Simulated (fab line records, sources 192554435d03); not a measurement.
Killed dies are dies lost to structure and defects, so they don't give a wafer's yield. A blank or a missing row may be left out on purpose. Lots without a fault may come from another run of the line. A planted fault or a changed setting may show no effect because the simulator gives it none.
Chamber matching | flow n5_finfet | N5_BEOL_M4_CO_CAP_55 on cvd_co-01: 3 sister chambers
The step material Co, precursor CCTBA/H2, target thk 2 nm, time 102.1 s. 6 wafers are shown with their chamber, then 11 later ones without.

WAFERS WITH THEIR CHAMBER
wafer  | chamber | heater_power_w (W)
L084.2 | 1       | 247
L084.5 | 2       | 253
L085.1 | 1       | 242
L085.4 | 2       | 247
L085.5 | 0       | 218
L087.1 | 0       | 223

WAFERS WITHOUT THEIR CHAMBER
wafer  | heater_power_w (W)
L087.5 | 258
L087.6 | 231
L090.4 | 255
L090.5 | 241
L090.6 | 225
L092.1 | 229
L092.2 | 254
L092.3 | 243
L096.2 | 256
L096.4 | 240
L096.5 | 224

WHICH CHAMBER EACH WENT THROUGH
wafer  | from the rows above     | in truth
L087.5 | can't be placed: 2 or 1 | 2
L087.6 | can't be placed: 0 or 1 | 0
L090.4 | can't be placed: 2 or 1 | 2
L090.5 | can't be placed: 1 or 2 | 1
L090.6 | 0                       | 0
L092.1 | can't be placed: 0 or 1 | 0
L092.2 | can't be placed: 2 or 1 | 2
L092.3 | can't be placed: 1 or 2 | 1
L096.2 | can't be placed: 2 or 1 | 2
L096.4 | can't be placed: 1 or 2 | 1
L096.5 | 0                       | 0
Placed correctly: 2 of 11. Can't be placed from these rows: 9 (the true chamber is among the candidates in 9). Placed wrongly: 0.
How it was worked out, from the rows above alone: a wafer's distance from a chamber is the root of the sum, over the readings, of the square of ((its reading less the chamber's mean) divided by the reading's scatter). The wafer belongs to the nearest chamber; if the next one is less than 2 further off, it can't be placed. A chamber's mean is the mean of its shown wafers. The scatter: the root of (the sum of the squares of (reading less its chamber's mean) over the shown wafers, divided by (wafers less chambers)).
